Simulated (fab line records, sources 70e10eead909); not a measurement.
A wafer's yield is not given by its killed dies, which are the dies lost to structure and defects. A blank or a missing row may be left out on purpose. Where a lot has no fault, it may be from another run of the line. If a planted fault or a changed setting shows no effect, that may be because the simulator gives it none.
A struck lot beside a sound one / flow nand_harc / 14 steps out of a route of 1302
Sound: the wafers L902.1, L902.3, L902.6. Wafers struck: L911.1, L911.2, L911.6. The cause comes at the end.
Per side, at each step with rows, come the tool, then ch with its chambers, and then its first start. Under that, the readings that differ: sound wafers / struck wafers / difference of the means / sigmas: that difference in standard deviations of wafers without a fault.
alike: readings with means less than 2 such deviations apart, plus words and numbers identical on both sides. not compared: withheld readings, readings lacking a value on some wafer, bounds such as >300 that could conceal the same value, and numbers that have no deviation in the record and whose values overlap.
Wherever a step has rows on one side only, a row that says differs or no value, or a row with sigmas, the two part there. Numbers that don't overlap but have no deviation are shown without sigmas and don't part them. A reading missing from all wafers of one side parts the sides only when that side holds two or more wafers.

NHARC_A_DECK1_JOINT_CMP_13: polishes, target thk 51.023 nm.
  sound on cmp-01 ch 2,3, day 13 01:31; struck on cmp-02 ch 2,3, day 17 10:40
  alike: edge_zone_pressure_frac, motor_current_A, retaining_ring_pressure_frac, time_to_endpoint_s
NHARC_A_DECK1_JOINT_THK_MEAS_14: measures by ellipsometry.
  sound on film_metro-01 at day 13 01:46; struck on film_metro-02 at day 17 10:55
  alike: thk_nm
then, 1 step without rows for these wafers: NHARC_A_DECK1_JOINT_SRD_04.
NHARC_A_DECK1_JOINT_ETCHBACK_00: etches the open film in HBr, target depth 30 nm, time 17.4 s.
  sound on rie_si-06 ch 0,1,2, day 13 01:54; struck on rie_si-05 ch 0,1,3, day 17 11:02
  alike: drypump_motor_current_A, oes_product_au, throttle_valve_pct
  not compared: rf_hours_counter_h
then, 8 steps without rows for these wafers: NHARC_A_DECK1_JOINT_PRECLEAN_30 (cleans in SC1); NHARC_A_DECK1_JOINT_SRD_31; NHARC_A_DECK1_JOINT_CVD_34 (deposits SiNx, target thk 20 nm); NHARC_A_DECK1_JOINT_DEP_06 (deposits SiOx, target thk 80 nm); NHARC_A_DECK1_JOINT_CURE_26 (time 32 s); NHARC_A_DECK1_JOINT_ANNEAL_27 (time 3600 s); NHARC_A_DECK1_JOINT_ANNEAL_28 (time 1800 s); NHARC_A_DECK1_JOINT_ANNEAL_29 (time 1800 s).
NHARC_A_DECK1_JOINT_CMP_02: polishes SiOx.
  sound on cmp-01 ch 0,2, day 14 01:43; struck on cmp-03 ch 0,2,3, day 18 11:28
  no value came back on the struck wafers for edge_zone_pressure_frac, motor_current_A (A), retaining_ring_pressure_frac; on the sound wafers edge_zone_pressure_frac reads 1.000 1.005 1.003
-- jump in the record: it breaks off in module A_DECK1_JOINT and resumes in module END (first step shown: number 1302 of the route), and 13 days separate the struck wafers' starts before and after --
NHARC_END_SORT_01:
  only the struck wafers appear in the record here, on prober-01 ch 0 at day 31 09:02; the sound ones have no rows

WHERE THEY PART
First at NHARC_A_DECK1_JOINT_CMP_02; last, within this record, at NHARC_END_SORT_01.

WHY: the cause the simulator had injected
Whole step skipped at NHARC_A_DECK1_JOINT_CMP_02 on cmp-03, starting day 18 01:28. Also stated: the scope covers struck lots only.
